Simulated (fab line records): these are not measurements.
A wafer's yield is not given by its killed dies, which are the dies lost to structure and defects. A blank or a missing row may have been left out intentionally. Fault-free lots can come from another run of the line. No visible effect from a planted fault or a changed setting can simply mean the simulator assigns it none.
Chamber matching / flow nandHarc / 3 sister chambers for NHARC_A_SGD_CUT_DEP_00 on pecvd-02
The step deposits SiNx, target thk 50 nm. 6 wafers are shown with their chamber, then 10 later ones without.

## WAFERS, EACH WITH ITS CHAMBER
wafer=L081.1; chamber=0; heaterPowerW (W)=880; rfFwdPowerW (W)=451.3
wafer=L087.3; chamber=0; heaterPowerW (W)=813; rfFwdPowerW (W)=446.7
wafer=L086.2; chamber=2; heaterPowerW (W)=615; rfFwdPowerW (W)=446.9
wafer=L086.6; chamber=1; heaterPowerW (W)=667; rfFwdPowerW (W)=447.2
wafer=L096.1; chamber=1; heaterPowerW (W)=602; rfFwdPowerW (W)=449.0
wafer=L096.2; chamber=2; heaterPowerW (W)=651; rfFwdPowerW (W)=448.6

## WAFERS WITH NO CHAMBER GIVEN
wafer=L096.6; heaterPowerW (W)=843; rfFwdPowerW (W)=443.8
wafer=L094.2; heaterPowerW (W)=603; rfFwdPowerW (W)=447.4
wafer=L094.4; heaterPowerW (W)=613; rfFwdPowerW (W)=448.3
wafer=L094.5; heaterPowerW (W)=832; rfFwdPowerW (W)=446.4
wafer=L093.1; heaterPowerW (W)=529; rfFwdPowerW (W)=446.8
wafer=L093.3; heaterPowerW (W)=846; rfFwdPowerW (W)=446.1
wafer=L093.6; heaterPowerW (W)=854; rfFwdPowerW (W)=446.2
wafer=L097.3; heaterPowerW (W)=713; rfFwdPowerW (W)=446.5
wafer=L097.4; heaterPowerW (W)=655; rfFwdPowerW (W)=448.4
wafer=L097.6; heaterPowerW (W)=746; rfFwdPowerW (W)=444.1

## CHAMBER TAKEN BY EACH
wafer=L096.6; from the rows above=0; in truth=0
wafer=L094.2; from the rows above=can't be placed: 2 or 1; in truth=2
wafer=L094.4; from the rows above=can't be placed: 1 or 2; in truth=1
wafer=L094.5; from the rows above=0; in truth=0
wafer=L093.1; from the rows above=can't be placed: 2 or 1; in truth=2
wafer=L093.3; from the rows above=0; in truth=0
wafer=L093.6; from the rows above=0; in truth=0
wafer=L097.3; from the rows above=can't be placed: 2 or 1 or 0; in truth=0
wafer=L097.4; from the rows above=can't be placed: 1 or 2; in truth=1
wafer=L097.6; from the rows above=can't be placed: 2 or 1 or 0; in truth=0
Placed correctly: 4 of 10. Cannot be placed on the basis of these rows: 6; the candidates contain the true chamber in 6. 0 placed wrongly.
How it was worked out, from the rows above alone: a wafer's distance from a chamber is the root of the sum, over the readings, of the square of ((its reading less the chamber's mean) divided by the reading's scatter). The wafer belongs to the nearest chamber; if the next one is less than 2 further off, it can't be placed. Each chamber's mean is taken over the wafers shown for it. How the scatter is found: for the shown wafers, subtract from each reading the mean of its chamber, square and add these, divide the total by (wafers less chambers), then take the root.
